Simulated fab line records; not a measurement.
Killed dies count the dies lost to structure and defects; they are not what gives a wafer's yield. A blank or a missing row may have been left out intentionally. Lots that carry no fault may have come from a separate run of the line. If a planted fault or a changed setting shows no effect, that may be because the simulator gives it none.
fab line records	flow nand_harc
record: lots: 12	wafers: 36	last_day: 24
route steps=1159 shown A_BONDPAD@1087 HYBRID_BOND@1099 END@1159
lots untouched by any fault: they come from a run of this same line in which no faults occurred
start_h: hours from the record's opening day to when the first of the lot's shown wafers began	wait_h: how many hours have passed since the lot's step before this one	" the same as in the row above	L1.1+2: one row covering several wafers at once	- no value, or no start was given	* or withheld: withheld	< > ~ a bound
route shown NAME@n: names a module that has steps shown in the file, with the first one's number in the route	usual: average and standard deviation across the fault-free wafers	same: alike in all rows	chamber/n: place in a boat	sites: per-site readings	_std_site: how widely they spread, as a standard deviation	_edge_site: the outer-site mean with the inner-site mean subtracted	radius_mm: how far each site lies from the wafer's centre	mask NAME#n: copy n	behind: tool/chamber where the wafer was last shaped	hold: why the lot went on hold/how many hours it stayed there/how the hold came to an end	device: which transistor (n, p or np) failed to switch	end of line: the same wafers' tests at the end of the route	a step given without rows: its recipe and nothing more	killed: dies lost to structure and defects at the first sort, not the wafer's yield	map: per-die view of a wafer (x killed, . not killed, _ where there is no die)
set.NAME: the setting the step ran with; set.NAME@STEP: the setting that earlier step ran with	model.NAME: the simulator's own value behind a step, which no gauge read
one table for each step of the route and one row for each wafer, over a sample of lots
services: a tool's chamber out of use, with start hour (start_h, from the record's first day; less than 0 if before it), hours out, and reason
== steps ==
step: NHARC_A_BONDPAD_ANNEAL_28
recipe: temp_c: 225	time_s: 90
usual: wafer_temp_C_max: 225.9/0.31
lot.wafer	tool	chamber	start_h	wait_h	wafer_temp_C_max
L407.1	rtp_anneal-01	0	400.05	0.3	225.9
L407.5	"	0	"	"	226.4
L407.6	"	0	"	"	225.9
L409.4	rtp_anneal-01	0	416.44	-	226.0
L409.5	"	0	"	"	226.0
L409.6	"	0	"	"	225.9
L410.1	rtp_anneal-01	0	419.11	-	226.4
L410.4	"	0	"	"	226.4
L410.6	"	0	"	"	226.2
L411.1	rtp_anneal-01	0	424.90	0.3	226.8
L411.5	"	0	"	"	226.2
L411.6	"	0	"	"	225.7
L412.1	rtp_anneal-02	0	429.59	-	225.8
L412.2	"	0	"	"	225.7
L412.6	"	0	"	"	225.7
L415.1	rtp_anneal-01	0	446.20	-	226.3
L415.4	"	0	"	"	226.5
L415.6	"	0	"	"	225.8
L421.2	rtp_anneal-01	0	506.35	0.4	226.1
L421.3	"	0	"	"	225.8
L421.6	"	0	"	"	226.2
L425.3	rtp_anneal-02	0	525.29	0.4	225.7
L425.4	"	0	"	"	225.4
L425.6	"	0	"	"	225.8
L427.1	rtp_anneal-02	0	533.93	0.3	225.9
L427.2	"	0	"	"	225.6
L427.5	"	0	"	"	225.4
L428.1	rtp_anneal-01	0	534.53	0.3	226.1
L428.3	"	0	"	"	226.4
L428.6	"	0	"	"	226.2
L429.1	rtp_anneal-02	0	539.26	0.3	225.7
L429.2	"	0	"	"	225.6
L429.6	"	0	"	"	225.3
L430.3	rtp_anneal-02	0	548.62	-	225.9
L430.4	"	0	"	"	225.6
L430.6	"	0	"	"	225.5
step: NHARC_A_BONDPAD_CMP_19
recipe: t_overpolish_s: 30	cu_recess_touch_s: 16	target_thk_nm: 169.8
usual: cu_recess_touch_s: 16/0	edge_zone_pressure_frac: 0.999/0.0052	motor_current_A: 12.4/1.3	overpolish_run_s: 30.001/0.0094
lot.wafer	tool	chamber	start_h	wait_h	cu_recess_touch_s	edge_zone_pressure_frac	motor_current_A	overpolish_run_s
L407.1	cmp-01	2	400.43	-	16	1.002	13.3	29.991
L407.5	"	1	"	"	16	1.004	11.4	29.993
L407.6	"	2	"	"	16	0.999	12.5	30.004
L409.4	cmp-04	1	416.74	-	16	1.000	11.0	29.981
L409.6	"	2	"	"	16	0.996	12.5	29.995
L409.5	"	3	"	"	16	0.991	10.6	30.033
L410.1	cmp-03	1	419.51	-	16	0.997	14.3	29.997
L410.4	"	2	"	"	16	1.004	13.8	30.005
L410.6	"	0	"	"	16	0.999	11.3	29.989
L411.1	cmp-04	3	425.25	-	-	-	-	-
L411.5	"	3	"	"	-	-	-	-
L411.6	"	0	"	"	-	-	-	-
L412.2	cmp-03	1	429.94	-	-	-	-	-
L412.1	"	0	"	"	-	-	-	-
L412.6	"	1	"	"	-	-	-	-
L415.4	cmp-01	0	446.55	-	-	-	-	-
L415.1	"	1	"	"	-	-	-	-
L415.6	"	1	"	"	-	-	-	-
L421.3	cmp-04	0	506.67	-	16	0.992	14.1	29.984
L421.2	"	1	"	"	16	0.994	11.2	30.001
L421.6	"	0	"	"	16	0.997	14.2	29.995
L425.4	cmp-01	3	525.59	-	16	1.007	12.9	30.001
L425.3	"	0	"	"	16	1.000	11.6	29.994
L425.6	"	1	"	"	16	1.000	11.9	30.010
L427.2	cmp-04	0	534.30	-	16	1.002	14.0	30.006
L427.1	"	1	"	"	16	1.012	11.2	29.988
L427.5	"	0	"	"	16	1.004	13.6	30.000
L428.1	cmp-03	2	534.87	-	16	0.989	14.5	30.014
L428.3	"	1	"	"	16	0.989	14.5	30.007
L428.6	"	3	"	"	16	1.005	11.9	30.002
L429.2	cmp-03	2	539.66	-	16	0.993	13.8	30.012
L429.1	"	3	"	"	16	0.997	12.1	29.994
L429.6	"	0	"	"	16	0.995	11.6	30.000
L430.4	cmp-01	3	548.89	-	16	0.989	12.4	30.006
L430.3	"	1	"	"	16	0.996	11.6	29.997
L430.6	"	3	"	"	16	0.996	12.6	29.989
step: NHARC_A_BONDPAD_THK_MEAS_20
recipe: thk_meas_gauge: xrf
usual: thk_nm: 169.4/1.8
lot.wafer	tool	chamber	start_h	wait_h	thk_nm
L407.1	film_metro-01	-	400.72	-	173.1
L407.5	"	-	"	"	168.9
L407.6	"	-	"	"	170.3
L409.4	film_metro-01	-	416.98	-	168.6
L409.5	"	-	"	"	166.3
L409.6	"	-	"	"	166.1
L410.1	film_metro-02	-	419.81	-	167.7
L410.4	"	-	"	"	171.0
L410.6	"	-	"	"	168.3
L411.1	film_metro-02	-	425.57	0.3	403.2
L411.5	"	-	"	"	396.7
L411.6	"	-	"	"	395.7
L412.1	film_metro-02	-	430.26	0.2	399.7
L412.2	"	-	"	"	397.6
L412.6	"	-	"	"	399.9
L415.1	film_metro-02	-	446.88	0.3	402.0
L415.4	"	-	"	"	396.4
L415.6	"	-	"	"	402.8
L421.2	film_metro-01	-	506.96	-	170.8
L421.3	"	-	"	"	172.5
L421.6	"	-	"	"	171.2
L425.3	film_metro-01	-	525.85	-	169.8
L425.4	"	-	"	"	169.6
L425.6	"	-	"	"	169.6
L427.1	film_metro-02	-	534.59	-	170.2
L427.2	"	-	"	"	171.6
L427.5	"	-	"	"	168.8
L428.1	film_metro-01	-	535.19	-	170.1
L428.3	"	-	"	"	166.5
L428.6	"	-	"	"	169.5
L429.1	film_metro-02	-	539.93	-	169.2
L429.2	"	-	"	"	169.2
L429.6	"	-	"	"	169.1
L430.3	film_metro-01	-	549.18	-	173.3
L430.4	"	-	"	"	169.8
L430.6	"	-	"	"	172.0
step: NHARC_A_BONDPAD_INSPECT_23
usual: raw_defect_count: 454/110
lot.wafer	tool	chamber	start_h	wait_h	raw_defect_count
L407.1	defect_inspect-01	-	400.95	0.0	409
L407.5	"	-	"	"	427
L407.6	"	-	"	"	338
L409.4	defect_inspect-01	-	417.20	0.0	422
L409.5	"	-	"	"	434
L409.6	"	-	"	"	414
L410.1	defect_inspect-02	-	420.03	0.0	382
L410.4	"	-	"	"	431
L410.6	"	-	"	"	391
L411.1	defect_inspect-01	-	425.79	0.0	3282
L411.5	"	-	"	"	3276
L411.6	"	-	"	"	3313
L412.1	defect_inspect-02	-	430.54	0.0	3095
L412.2	"	-	"	"	3104
L412.6	"	-	"	"	3221
L415.1	defect_inspect-01	-	447.08	0.0	3266
L415.4	"	-	"	"	3192
L415.6	"	-	"	"	3192
L421.2	defect_inspect-01	-	507.19	0.0	415
L421.3	"	-	"	"	482
L421.6	"	-	"	"	582
L425.3	defect_inspect-02	-	526.06	0.0	267
L425.4	"	-	"	"	363
L425.6	"	-	"	"	403
L427.1	defect_inspect-01	-	534.81	0.0	382
L427.2	"	-	"	"	714
L427.5	"	-	"	"	558
L428.1	defect_inspect-02	-	535.40	0.0	518
L428.3	"	-	"	"	414
L428.6	"	-	"	"	444
L429.1	defect_inspect-01	-	540.17	0.1	323
L429.2	"	-	"	"	489
L429.6	"	-	"	"	489
L430.3	defect_inspect-02	-	549.41	0.0	577
L430.4	"	-	"	"	635
L430.6	"	-	"	"	639
step: NHARC_HYBRID_BOND_OVL_MEAS_05
usual: overlay_x_nm: 0/32	overlay_y_nm: 1/36
lot.wafer	tool	chamber	start_h	wait_h	overlay_x_nm	overlay_y_nm
L407.1	overlay-01	-	410.05	0.4	-49	16
L407.5	"	-	"	"	21	-51
L407.6	"	-	"	"	-14	47
L409.4	overlay-01	-	423.74	0.4	-36	13
L409.5	"	-	"	"	-31	-90
L409.6	"	-	"	"	-43	-1
L410.1	overlay-02	-	431.78	0.4	31	-17
L410.4	"	-	"	"	-35	-74
L410.6	"	-	"	"	-21	34
L421.2	overlay-02	-	516.89	0.4	21	-10
L421.3	"	-	"	"	35	8
L421.6	"	-	"	"	25	81
L425.3	overlay-02	-	537.52	0.4	-14	-6
L425.4	"	-	"	"	37	21
L425.6	"	-	"	"	11	-7
L427.1	overlay-01	-	544.55	0.4	41	-9
L427.2	"	-	"	"	28	15
L427.5	"	-	"	"	-10	21
L428.1	overlay-02	-	544.56	0.4	-2	39
L428.3	"	-	"	"	94	67
L428.6	"	-	"	"	21	-2
L429.1	overlay-02	-	551.34	0.4	-19	23
L429.2	"	-	"	"	-24	-11
L429.6	"	-	"	"	-49	-6
L430.3	overlay-01	-	560.11	0.4	-9	16
L430.4	"	-	"	"	51	54
L430.6	"	-	"	"	21	79
step: NHARC_HYBRID_BOND_INSPECT_06
recipe: inspect_instrument: ir_void
usual: raw_defect_count: 32/13
lot.wafer	tool	chamber	start_h	wait_h	raw_defect_count
L407.1	defect_inspect-01	-	410.10	0.0	38
L407.5	"	-	"	"	37
L407.6	"	-	"	"	29
L409.4	defect_inspect-02	-	423.80	0.1	31
L409.5	"	-	"	"	34
L409.6	"	-	"	"	30
L410.1	defect_inspect-02	-	431.83	0.0	28
L410.4	"	-	"	"	21
L410.6	"	-	"	"	19
L421.2	defect_inspect-02	-	516.94	0.1	49
L421.3	"	-	"	"	61
L421.6	"	-	"	"	47
L425.3	defect_inspect-02	-	537.58	0.1	25
L425.4	"	-	"	"	27
L425.6	"	-	"	"	19
L427.1	defect_inspect-02	-	544.61	0.0	31
L427.2	"	-	"	"	45
L427.5	"	-	"	"	32
L428.1	defect_inspect-01	-	544.61	0.0	40
L428.3	"	-	"	"	39
L428.6	"	-	"	"	41
L429.1	defect_inspect-02	-	551.39	0.1	57
L429.2	"	-	"	"	59
L429.6	"	-	"	"	57
L430.3	defect_inspect-02	-	560.17	0.1	17
L430.4	"	-	"	"	21
L430.6	"	-	"	"	21
step: NHARC_END_SORT_01
recipe: temp_c: 25
usual: defect_limited_yield: 95.3/1.5	killed_at_array: 28/10	killed_at_other: 0.6/1.1	killed_at_periphery: 3.6/2.6	killed_dies: 32/10	killed_open: 3.3/1.8	killed_short: 1.9/1.4	sort_bin_2_pct: 1.5/0.61	sort_bin_3_pct: 0.27/0.2	sort_bin_4_pct: 3.0/1	sort_n_pass: 645/10	sort_rim_yield_pct: 97.3/1.9	sort_yield_pct: 95.3/1.5
same: gross_dies: 677	sort_bin_5_pct[%]: 0	sort_bin_6_pct[%]: 0	sort_bin_7_pct[%]: 0	sort_bin_8_pct[%]: 0	sort_rim_n_gross: 106.00
lot.wafer	tool	chamber	start_h	wait_h	defect_limited_yield[%]	killed_at_array	killed_at_other	killed_at_periphery	killed_dies	killed_open	killed_short	sort_bin_2_pct[%]	sort_bin_3_pct[%]	sort_bin_4_pct[%]	sort_n_pass	sort_rim_yield_pct[%]	sort_yield_pct[%]
L412.1	prober-02	0	457.26	2.5	0	675	0	2	677	2	1	1.0	95.57	3.4	0	0	0
L412.2	prober-02	0	458.06	2.8	0	674	0	3	677	5	0	1.2	96.31	2.5	0	0	0
L412.6	prober-02	0	461.25	4.0	0	674	0	3	677	3	1	1.0	96.75	2.2	0	0	0
L411.1	prober-01	0	464.39	2.5	0	669	0	8	677	3	1	0.9	96.31	2.8	0	0	0
L411.5	prober-01	0	467.64	3.8	0	668	2	7	677	6	2	1.0	96.31	2.7	0	0	0
L411.6	prober-01	0	468.46	4.1	0	667	1	9	677	5	3	0.7	96.90	2.4	0	0	0
L415.1	prober-02	0	477.52	2.5	0	664	6	7	677	6	0	2.2	93.65	4.1	0	0	0
L415.4	prober-02	0	479.88	3.3	0	670	6	1	677	3	2	2.4	94.24	3.4	0	0	0
L415.6	prober-02	0	481.45	3.9	0	672	1	4	677	0	1	1.0	96.16	2.8	0	0	0
killed by level:class
L412.1 A_BONDPAD:area_cmp=645 A_SLIT:chamber_film_flake=16 A_CONTACT:chamber_film_flake=5 A_ZERO_WELL:chamber_film_flake=3 A_CHANNEL_HOLE_D1:chamber_film_flake=2 P_CONTACT:geometric_particle:open=1 A_CHANNEL_HOLE_D1:geometric_particle:short=1 A_CHANNEL_HOLE_D1:geometric_particle:open=1
L412.2 A_BONDPAD:area_cmp=648 A_SLIT:chamber_film_flake=12 A_CONTACT:chamber_film_flake=4 A_STAIRCASE:chamber_film_flake=2 A_SGD_CUT:chamber_film_flake=2 P_M0:geometric_particle:open=1 A_ONON_D1:geometric_particle:open=1 A_CHANNEL_FILL_D1:geometric_particle:open=1
L412.6 A_BONDPAD:area_cmp=652 A_SLIT:chamber_film_flake=15 P_CONTACT:geometric_particle:open=1 A_SGD_CUT:geometric_particle:open=1 A_WL_FILL:geometric_particle:short=1 A_M0:geometric_particle:open=1 P_ZERO_WELL:chamber_film_flake=1 P_STI:chamber_film_flake=1
L411.1 A_BONDPAD:area_cmp=650 A_WL_FILL:chamber_film_flake=5 P_ZERO_WELL:chamber_film_flake=4 A_CHANNEL_HOLE_D1:chamber_film_flake=4 A_CONTACT:chamber_film_flake=3 P_GATE:chamber_film_flake=2 P_M1:chamber_film_flake=2 A_STAIRCASE:chamber_film_flake=2
L411.5 A_BONDPAD:area_cmp=651 A_CONTACT:geometric_particle:open=4 A_STAIRCASE:chamber_film_flake=4 A_WL_FILL:geometric_particle:short=2 P_M1:chamber_film_flake=2 A_CHANNEL_HOLE_D1:chamber_film_flake=2 A_WL_FILL:chamber_film_flake=2 THIN_TSV:chamber_film_flake=2
L411.6 A_BONDPAD:area_cmp=654 A_CHANNEL_HOLE_D1:chamber_film_flake=5 P_GATE:chamber_film_flake=3 P_CONTACT:geometric_particle:open=2 A_WL_FILL:chamber_film_flake=2 P_STI:geometric_particle:short=1 P_GATE:geometric_particle:open=1 A_SLIT:geometric_particle:short=1
L415.1 A_BONDPAD:area_cmp=631 A_STAIRCASE:chamber_film_flake=8 A_SLIT:chamber_film_flake=8 THIN_TSV:chamber_film_flake=6 A_CHANNEL_HOLE_D1:chamber_film_flake=6 P_GATE:chamber_film_flake=4 A_CONTACT:chamber_film_flake=4 A_ONON_D1:geometric_particle:open=2
L415.4 A_BONDPAD:area_cmp=635 A_SLIT:chamber_film_flake=11 A_CHANNEL_HOLE_D1:chamber_film_flake=9 A_STAIRCASE:chamber_film_flake=6 THIN_TSV:chamber_film_flake=6 A_WL_FILL:chamber_film_flake=2 A_CONTACT:chamber_film_flake=2 A_ONON_D1:geometric_particle:open=1
L415.6 A_BONDPAD:area_cmp=649 A_SLIT:chamber_film_flake=10 A_STAIRCASE:chamber_film_flake=8 P_GATE:chamber_film_flake=4 A_CHANNEL_HOLE_D1:chamber_film_flake=3 A_CONTACT:geometric_particle:short=1 A_CONTACT:chamber_film_flake=1 THIN_TSV:chamber_film_flake=1
== services ==
tool	chamber	start_h	hours	kind
cmp-01	-	379.53	-	consumable_replace:conditioner
cmp-01	-	379.53	-	consumable_replace:pad
cmp-04	-	391.42	0.4	repair
cmp-04	-	394.50	0.7	repair
cmp-03	-	396.11	0.4	repair
cmp-04	-	399.00	4.0	pm
cmp-01	-	402.80	0.6	repair
cmp-04	-	403.00	-	consumable_replace:conditioner
cmp-04	-	403.00	-	consumable_replace:pad
cmp-04	-	405.77	2.6	repair
cmp-01	-	414.53	0.4	repair
cmp-01	-	439.44	1.6	repair
cmp-03	-	450.26	4.0	pm
cmp-03	-	454.26	-	consumable_replace:conditioner
cmp-03	-	454.26	-	consumable_replace:pad
cmp-03	-	464.05	6.1	repair
cmp-04	-	470.74	2.4	repair
cmp-01	-	472.61	0.3	repair
cmp-01	-	473.53	4.0	pm
cmp-04	-	485.96	0.8	repair
cmp-01	-	494.21	2.4	repair
cmp-04	-	497.00	4.0	pm
cmp-03	-	529.10	2.3	repair
cmp-03	-	548.26	4.0	pm
== key ==
first_sign: step: NHARC_A_BONDPAD_CMP_19	reading: tool_record	direction: missing
effect: step: NHARC_A_BONDPAD_THK_MEAS_20	reading: thk_nm	direction: up	sigmas: 99+	usual: 169.4	struck: 399.3
effect: step: NHARC_A_BONDPAD_INSPECT_23	reading: raw_defect_count	direction: up	sigmas: 25	usual: 454	struck: 3216
effect: step: NHARC_END_SORT_01	reading: sort_bin_3_pct	direction: up	sigmas: 99+	usual: 0.27	struck: 95.80
more_kills_born_at: NHARC_A_BONDPAD_CMP_19@cmp-04: 1955	NHARC_A_BONDPAD_CMP_19@cmp-03: 1945	NHARC_A_BONDPAD_CMP_19@cmp-01: 1915
met_at NHARC_A_BONDPAD_CMP_19
struck_lots L411,L412,L415
later_rows_left_out L411.1,L411.5,L411.6,L412.1,L412.2,L412.6,L415.1,L415.4,L415.6
not_acting_at NHARC_A_BONDPAD_ANNEAL_28,NHARC_HYBRID_BOND_OVL_MEAS_05,NHARC_HYBRID_BOND_INSPECT_06
onset_between 419.51 425.25
fault: kind: skipped_step_whole	tool: cmp-01,cmp-03,cmp-04	chamber: -	onset_h: 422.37	steps: NHARC_A_BONDPAD_CMP_19	scope: struck_lots_only
later_rows_left_out: the simulator's readings of these wafers behind a module that went badly wrong aren't trusted and aren't shown, but for the sort
